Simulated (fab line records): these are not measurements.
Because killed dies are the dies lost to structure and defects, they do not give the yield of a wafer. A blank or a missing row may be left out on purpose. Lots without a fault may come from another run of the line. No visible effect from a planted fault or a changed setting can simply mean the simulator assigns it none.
fab line records	flow n5Finfet
record: lots: 6	wafers: 18	lastDay: 17
route steps=1938 shown MIM_BOT_LITHO@1855 MIM_BOT_ETCH@1866
lots that met no fault: taken from a fault-free run of the same line
startH: hours from the record's opening day to when the first of the lot's shown wafers began	waitH: hours elapsed since this lot's preceding step	" unchanged from the row above	L1.1+2: one row covering several wafers at once	- no value, or no start given	* or withheld: withheld	< > ~ a bound
route shown NAME@n: NAME is a module with steps in the file, n the number in the route of the first one	usual: mean/standard deviation taken from wafers without a fault	same: alike in all rows	chamber/n: place in a boat	sites: the reading at each site	_std_site: how widely they spread, as a standard deviation	_edge_site: outer sites' mean less inner sites'	radiusMm: how far each site lies from the wafer's centre	mask NAME#n: copy n	behind: the most recent tool/chamber to have shaped the wafer	hold: cause of the lot's hold/its duration in hours/its outcome	device: the transistor (n, p or np) that didn't switch	end of line: the tests these same wafers got at the end of their route	where a step has no rows: the recipe by itself	killed: at the first sort, the dies lost to defects and structure; wafer yield is something else	map: shows each die of a wafer: x if killed, . if not, _ if none is there
set.NAME: the setting that was run; set.NAME@STEP: the one run at that earlier step	model.NAME: the simulator's own value behind a step, which no gauge read
lots seen at some steps along the route; tables by step, rows by wafer
services: from which hour (startH, from the record's first day; less than 0 if before it) a tool's chamber was out of use, for how many hours, and why
== steps ==
step: N5_MIM_BOT_LITHO_COAT_02
recipe: spinRpm: *	resistThkNm: *
step: N5_MIM_BOT_LITHO_EBR_04
recipe: solvent: PGMEA	ebrWidthMm: 1.5
step: N5_MIM_BOT_LITHO_SOFTBAKE_03
recipe: tempC: 100	timeS: 90
step: N5_MIM_BOT_LITHO_EXPOSE_05
recipe: maskId: MIM_BOT	na: 0.55	sourceShape: conventional	sigmaOuter: 0.8	polarization: unpolarized	doseMj: 24.25
step: N5_MIM_BOT_LITHO_PEB_06
recipe: pebTempC: withheld	pebTimeS: *
step: N5_MIM_BOT_LITHO_DEVELOP_07
recipe: developTimeS: 60	rinseLiquid: diw	dry: airSpin	devTempC: 21
step: N5_MIM_BOT_LITHO_HARDBAKE_09
recipe: tempC: 130	timeS: 120
step: N5_MIM_BOT_LITHO_CD_MEAS_08
recipe: targetCdNm: 3000	landingEnergyEv: 500	detector: seInlens	polarity: opening
usual: cdNm: 2999.6/1.6
same: landingEnergyEv: 500
lot.wafer	tool	chamber	startH	waitH	cdNm
L437.4	cdSem-02	0	275.44	-	2999.5
L437.5	"	0	"	"	3000.6
L437.6	"	0	"	"	3001.4
L439.3	cdSem-02	0	295.22	-	3001.3
L439.4	"	0	"	"	3000.5
L439.5	"	0	"	"	3000.1
L450.3	cdSem-02	0	372.71	-	2998.8
L450.4	"	0	"	"	3000.7
L450.6	"	0	"	"	3001.1
L452.3	cdSem-02	0	385.27	-	3001.1
L452.4	"	0	"	"	3000.9
L452.6	"	0	"	"	3002.0
L453.1	cdSem-02	0	388.73	-	2998.5
L453.4	"	0	"	"	2998.8
L453.6	"	0	"	"	2998.6
L454.1	cdSem-02	0	401.37	-	2996.6
L454.3	"	0	"	"	2997.2
L454.5	"	0	"	"	2996.9
step: N5_MIM_BOT_LITHO_OVL_MEAS_11
recipe: pointsPerWafer: 44
usual: MIM_BOT_OVL: -1/5
lot.wafer	tool	chamber	startH	waitH	MIM_BOT_OVL[nm]
L437.4	overlay-02	0	275.47	0.0	-5
L437.5	"	0	"	"	-9
L437.6	"	0	"	"	-4
L439.3	overlay-02	0	295.25	0.0	-4
L439.4	"	0	"	"	2
L439.5	"	0	"	"	0
L450.3	overlay-01	0	372.74	0.0	-1
L450.4	"	0	"	"	7
L450.6	"	0	"	"	-3
L452.3	overlay-02	0	385.30	0.0	-8
L452.4	"	0	"	"	-4
L452.6	"	0	"	"	-8
L453.1	overlay-01	0	388.76	0.0	10
L453.4	"	0	"	"	-3
L453.6	"	0	"	"	-3
L454.1	overlay-02	0	401.40	0.0	-3
L454.3	"	0	"	"	-1
L454.5	"	0	"	"	4
step: N5_MIM_BOT_LITHO_INSPECT_12
recipe: mode: adi	inspectInstrument: macro
usual: rawDefectCount: 2.0/1.4
lot.wafer	tool	chamber	startH	waitH	rawDefectCount
L437.4	defectInspect-01	-	275.49	0.0	0
L437.5	"	-	"	"	3
L437.6	"	-	"	"	3
L439.3	defectInspect-01	-	295.27	0.0	2
L439.4	"	-	"	"	2
L439.5	"	-	"	"	1
L450.3	defectInspect-02	-	372.76	0.0	0
L450.4	"	-	"	"	3
L450.6	"	-	"	"	2
L452.3	defectInspect-02	-	385.32	0.0	3
L452.4	"	-	"	"	2
L452.6	"	-	"	"	4
L453.1	defectInspect-02	-	388.78	0.0	4
L453.4	"	-	"	"	3
L453.6	"	-	"	"	4
L454.1	defectInspect-01	-	401.43	0.0	1
L454.3	"	-	"	"	2
L454.5	"	-	"	"	0
step: N5_MIM_BOT_LITHO_DESCUM_10
recipe: chemistry: O2	timeS: 7.9	sourcePowerW: 50	biasPowerW: 20	pressureMtorr: 20	rfFrequencyHz: 2.712e+07	tempC: 40	o2FlowSccm: 225
usual: drypumpMotorCurrentA: 5.8/0.38	oesProductAu: 0.81/0.096	rfFwdPowerW: 49.65/0.19	rfVppV: 243.0/1	showerheadPlenumPTorr: 2.08/0.05	throttleValvePct: 20.41/0.24
lot.wafer	tool	chamber	startH	waitH	drypumpMotorCurrentA	oesProductAu	rfFwdPowerW	rfHoursCounterH	rfVppV	showerheadPlenumPTorr	throttleValvePct
L437.4	rieDiel-01	2	275.53	0.0	5.9	0.73	49.86	182	242.6	2.08	20.29
L437.5	"	2	"	"	5.9	0.73	49.74	-	242.8	2.08	20.30
L437.6	"	1	"	"	6.7	0.70	49.83	-	242.8	2.05	20.65
L439.3	rieDiel-01	3	295.30	0.0	6.1	0.81	49.77	96	242.1	2.11	20.62
L439.4	"	0	"	"	6.5	0.83	49.48	74	243.6	2.20	20.53
L439.5	"	3	"	"	6.1	0.80	49.75	-	244.1	2.11	20.59
L450.3	rieDiel-04	3	372.80	0.0	6.0	0.83	49.34	72	241.7	2.04	20.28
L450.4	"	3	"	"	6.0	0.84	49.45	-	241.6	2.04	20.25
L450.6	"	1	"	"	5.7	0.71	49.71	-	244.2	2.15	20.75
L452.3	rieDiel-04	3	385.36	0.0	6.1	0.82	49.44	75	243.2	2.03	20.27
L452.4	"	1	"	"	5.7	0.71	49.96	215	242.8	2.15	20.75
L452.6	"	1	"	"	5.7	0.71	50.13	-	244.6	2.15	20.75
L453.1	rieDiel-03	0	388.81	0.0	5.5	0.88	49.88	54	244.9	2.12	20.10
L453.4	"	0	"	"	5.5	0.88	49.88	-	244.0	2.12	20.11
L453.6	"	1	"	"	6.0	0.84	49.49	-	241.8	2.03	20.45
L454.1	rieDiel-01	1	401.49	0.1	6.6	0.94	49.94	14	242.8	2.04	20.32
L454.3	"	0	"	"	6.5	0.77	49.60	118	244.8	2.18	20.61
L454.5	"	2	"	"	5.9	0.68	49.82	-	242.6	2.06	20.38
step: N5_MIM_BOT_ETCH_ETCH_04
recipe: chemistry: CF4/O2	target: SiNx	targetDepthA: 260	timeS: 13	ionEnergyEv: 100	pressureMtorr: 40	sourceW: 535	biasW: 49	Ar_flow_sccm: 100	cf4FlowSccm: 100	O2_flow_sccm: 10
usual: drypumpMotorCurrentA: 5.8/0.38	mfcArSccm: 100.00/0.29	oesProductAu: 0.81/0.095	rfFwdPowerW: 531.6/1.9	rfVppV: 240.5/2.7	showerheadPlenumPTorr: 2.20/0.051	throttleValvePct: 15.98/0.27
lot.wafer	tool	chamber	startH	waitH	drypumpMotorCurrentA	mfcArSccm	oesProductAu	rfFwdPowerW	rfHoursCounterH	rfVppV	showerheadPlenumPTorr	throttleValvePct
L437.4	rieDiel-01	2	275.59	0.0	5.9	100.05	0.71	530.6	182	241.3	2.20	15.93
L437.5	"	2	"	"	5.9	100.07	0.72	534.1	-	241.1	2.20	15.95
L437.6	"	1	"	"	6.6	99.38	0.71	529.5	-	240.6	2.18	16.33
L439.3	rieDiel-01	3	295.37	0.0	6.1	100.09	0.80	533.9	96	240.5	2.22	16.14
L439.4	"	0	"	"	6.4	99.62	0.81	530.9	74	245.8	2.32	16.11
L439.5	"	3	"	"	6.1	100.31	0.79	533.3	-	240.1	2.22	16.13
L450.3	rieDiel-04	3	372.86	0.0	6.0	99.86	0.82	531.8	72	236.5	2.15	15.79
L450.4	"	3	"	"	6.0	100.19	0.82	532.5	-	236.4	2.15	15.80
L450.6	"	1	"	"	5.7	99.87	0.71	533.4	-	242.2	2.27	16.37
L452.3	rieDiel-04	3	385.42	0.0	6.0	100.35	0.82	531.9	75	237.0	2.15	15.83
L452.4	"	1	"	"	5.7	99.98	0.71	531.0	215	240.5	2.27	16.38
L452.6	"	1	"	"	5.7	99.92	0.71	531.1	-	241.0	2.27	16.40
L453.1	rieDiel-03	0	388.88	0.0	5.5	99.86	0.88	531.0	54	236.6	2.24	15.69
L453.4	"	0	"	"	5.5	99.81	0.87	530.9	-	237.2	2.24	15.70
L453.6	"	1	"	"	6.0	99.85	0.83	531.3	-	241.6	2.15	15.99
L454.1	rieDiel-01	1	401.56	0.0	6.6	99.84	0.94	532.8	14	240.4	2.17	15.93
L454.3	"	0	"	"	6.5	99.92	0.77	532.4	118	245.4	2.31	16.19
L454.5	"	2	"	"	5.9	99.91	0.68	534.6	-	241.6	2.18	16.04
step: N5_MIM_BOT_ETCH_ETCH_03
recipe: chemistry: Cl2/BCl3	targetDepthA: 120	pressureMtorr: 8	icpW: 800	biasW: 100	Cl2_flow_sccm: 20	bcl3FlowSccm: 80
usual: drypumpMotorCurrentA: 6.0/0.39	oesProductAu: 0.79/0.085	rfFwdPowerW: 794.8/2.7	throttleValvePct: 27.45/0.16
lot.wafer	tool	chamber	startH	waitH	drypumpMotorCurrentA	oesProductAu	rfFwdPowerW	rfHoursCounterH	throttleValvePct	model.etch.depthNm	model.coat_of_MIM_BOT_LITHO_COAT_02.thkNm	model.MIM_BOT_ETCH.cdOffsetNm
L437.4	rieMetal-03	1	275.71	0.1	6.0	0.89	796.2	-	27.31	12.38	*	0
L437.5	"	1	"	"	6.0	0.88	792.1	-	27.29	12.36	*	0.2
L437.6	"	0	"	"	6.5	0.82	796.9	-	27.39	12.15	*	0
L439.3	rieMetal-03	1	295.49	0.1	6.0	0.88	791.4	-	27.29	12.32	*	0.2
L439.4	"	0	"	"	6.5	0.81	795.0	-	27.39	12.17	*	0.2
L439.5	"	0	"	"	6.5	0.81	794.6	-	27.40	12.2	*	0.2
L450.3	rieMetal-03	0	372.98	0.1	6.5	1.04	1277.0	-	27.41	18.39	*	-2.6
L450.4	"	1	"	"	6.0	1.11	1277.6	-	27.32	18.65	*	-2.8
L450.6	"	1	"	"	6.0	1.11	1275.6	-	27.33	18.75	*	-2.4
L452.3	rieMetal-03	1	385.54	0.1	5.9	1.10	1279.4	-	27.33	18.7	*	-2.8
L452.4	"	0	"	"	6.5	1.02	1272.1	-	27.41	18.28	*	-2.4
L452.6	"	1	"	"	5.9	1.10	1274.5	-	27.33	18.49	*	-2.8
L453.1	rieMetal-02	0	388.97	0.1	5.8	0.66	796.6	98	27.73	11.95	*	0.2
L453.4	"	0	"	"	5.7	0.65	792.8	-	27.74	11.74	*	0
L453.6	"	0	"	"	5.8	0.66	790.6	-	27.72	11.9	*	0.2
L454.1	rieMetal-02	1	401.65	0.1	6.3	0.80	797.0	36	27.49	12.01	*	0.2
L454.3	"	0	"	"	5.8	0.66	796.1	-	27.72	11.9	*	0.4
L454.5	"	1	"	"	6.3	0.80	797.6	-	27.49	12.1	*	-0.2
step: N5_MIM_BOT_ETCH_ETCH_00
recipe: chemistry: Cl2/BCl3	target: TiN	targetDepthA: 455	ionEnergyEv: 150	pressureMtorr: 10	icpW: 1000	biasW: 126	Cl2_flow_sccm: 53.25	bcl3FlowSccm: 21.75	Ar_flow_sccm: 25
usual: drypumpMotorCurrentA: 6.0/0.39	mfcArSccm: 25.00/0.08	oesProductAu: 0.79/0.084	rfFwdPowerW: 995/3.3	throttleValvePct: 21.84/0.16
lot.wafer	tool	chamber	startH	waitH	drypumpMotorCurrentA	mfcArSccm	oesProductAu	rfFwdPowerW	rfHoursCounterH	throttleValvePct	model.coat_of_MIM_BOT_LITHO_COAT_02.thkNm	model.MIM_BOT_ETCH.cdOffsetNm
L437.4	rieMetal-03	1	275.81	0.1	5.9	24.91	0.88	992	-	21.73	*	-0.2
L437.5	"	1	"	"	5.9	24.88	0.87	993	-	21.71	*	0
L437.6	"	0	"	"	6.5	25.05	0.81	997	-	21.82	*	-0.2
L439.3	rieMetal-03	1	295.59	0.1	6.0	25.01	0.87	995	-	21.71	*	0
L439.4	"	0	"	"	6.5	24.98	0.81	998	-	21.81	*	0.2
L439.5	"	0	"	"	6.4	25.02	0.81	1000	-	21.79	*	0
L450.3	rieMetal-03	0	373.08	0.1	6.5	25.05	0.79	994	-	21.83	*	-2.8
L450.4	"	1	"	"	6.0	25.00	0.83	999	-	21.74	*	-3
L450.6	"	1	"	"	6.0	25.05	0.84	997	-	21.73	*	-2.8
L452.3	rieMetal-03	1	385.64	0.1	5.9	24.96	0.83	997	-	21.72	*	-3
L452.4	"	0	"	"	6.5	24.92	0.78	998	-	21.81	*	-2.6
L452.6	"	1	"	"	6.0	24.93	0.84	989	-	21.75	*	-3
L453.1	rieMetal-02	0	389.06	0.1	5.7	25.02	0.65	989	98	22.10	*	0
L453.4	"	0	"	"	5.8	25.01	0.66	986	-	22.09	*	0
L453.6	"	0	"	"	5.7	25.02	0.66	993	-	22.10	*	0.2
L454.1	rieMetal-02	1	401.74	0.1	6.2	25.07	0.81	996	36	21.83	*	0
L454.3	"	0	"	"	5.8	25.17	0.65	992	-	22.09	*	0.2
L454.5	"	1	"	"	6.2	25.10	0.80	996	-	21.83	*	-0.4
step: N5_MIM_BOT_ETCH_STRIP_01
recipe: chemistry: O2	powerW: 600	tempC: 60	pressureMtorr: 30	rfFrequencyHz: 6e+07	biasPowerW: 0	overashFraction: 0.5	o2FlowSccm: 225
usual: drypumpMotorCurrentA: 5.8/0.36	oesProductAu: 0.82/0.095	rfVppV: 3.9/1.4	showerheadPlenumPTorr: 2.08/0.047	throttleValvePct: 16.62/0.26
lot.wafer	tool	chamber	startH	waitH	drypumpMotorCurrentA	oesProductAu	rfHoursCounterH	rfVppV	showerheadPlenumPTorr	throttleValvePct
L437.4	rieDiel-03	3	275.93	0.1	6.1	0.93	-	4.3	2.05	16.37
L437.5	"	2	"	"	5.8	0.68	-	2.6	2.07	16.92
L437.6	"	0	"	"	5.5	0.99	-	1.6	2.14	16.23
L439.3	rieDiel-01	0	295.69	0.1	6.5	0.82	74	3.8	2.20	16.77
L439.4	"	2	"	"	5.9	0.73	189	3.8	2.08	16.61
L439.5	"	0	"	"	6.5	0.81	-	3.6	2.21	16.76
L450.3	rieDiel-01	1	373.18	0.1	6.6	0.96	7	3.6	2.05	16.52
L450.4	"	2	"	"	5.8	0.69	-	2.4	2.07	16.63
L450.6	"	0	"	"	6.5	0.79	-	6.3	2.19	16.81
L452.3	rieDiel-03	3	385.83	0.2	6.2	0.87	62	4.2	2.03	16.45
L452.4	"	3	"	"	6.2	0.88	-	4.5	2.03	16.48
L452.6	"	1	"	"	6.0	0.85	-	4.4	2.04	16.67
L453.1	rieDiel-03	3	389.20	0.1	6.2	0.85	63	2.8	2.03	16.44
L453.4	"	1	"	"	6.0	0.86	-	3.3	2.04	16.67
L453.6	"	3	"	"	6.1	0.86	-	3.2	2.03	16.45
L454.1	rieDiel-03	2	401.88	0.1	5.8	0.98	4	3.8	2.06	16.54
L454.3	"	3	"	"	6.1	0.85	69	2.2	2.03	16.45
L454.5	"	1	"	"	6.0	0.82	-	4.3	2.04	16.64
== services ==
tool	chamber	startH	hours	kind
rieMetal-03	-	257.92	0.4	repair
rieDiel-03	1	261.09	19.7	repair
rieMetal-02	1	287.03	22.4	repair
rieDiel-03	2	333.64	14.0	repair
rieMetal-03	0	334.30	4.0	repair
rieDiel-01	1	336.70	-	clean
rieDiel-01	1	336.70	-	consumableReplace:focusRing
rieDiel-01	1	336.70	22.8	scheduledDown
rieDiel-01	1	336.70	22.8	ventCycle
rieDiel-04	2	345.36	-	clean
rieDiel-04	2	345.36	-	consumableReplace:focusRing
rieDiel-04	2	345.36	27.9	scheduledDown
rieDiel-04	2	345.36	27.9	ventCycle
rieDiel-04	0	346.07	5.5	repair
rieDiel-01	0	350.57	4.9	repair
rieDiel-01	3	365.79	24.3	repair
rieDiel-03	2	371.85	-	clean
rieDiel-03	2	371.85	-	consumableReplace:focusRing
rieDiel-03	2	371.85	18.8	scheduledDown
rieDiel-03	2	371.85	18.8	ventCycle
rieDiel-04	-	378.75	4.3	pm
rieDiel-01	1	381.65	11.7	repair
rieDiel-03	1	393.71	5.3	repair
rieMetal-02	-	397.47	1.4	pm
== key ==
firstSign: step: N5_MIM_BOT_ETCH_ETCH_03	reading: rfFwdPowerW	direction: up	sigmas: 99+	usual: *	struck: *
effect: step: N5_MIM_BOT_ETCH_ETCH_03	reading: oesProductAu	direction: up	sigmas: 3.4	usual: 0.79	struck: 1.08
modelEffect: step: N5_MIM_BOT_ETCH_ETCH_03	value: etch.depthNm	without: 12.3	struck: 18.54
modelEffect: step: N5_MIM_BOT_ETCH_ETCH_00	value: coat_of_MIM_BOT_LITHO_COAT_02.thkNm	without: *	struck: *
metAt N5_MIM_BOT_ETCH_ETCH_03
struckWafers L450.3,L450.4,L450.6,L452.3,L452.4,L452.6
onsetBetween 295.49 372.98
fault: kind: processParameterDrift	tool: rieMetal-03	chamber: -	onsetH: 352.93	steps: N5_MIM_BOT_ETCH_ETCH_03	channel: icpW	offset: 480	shape: step	actsIn: theseRecipesOnly	stated: 800
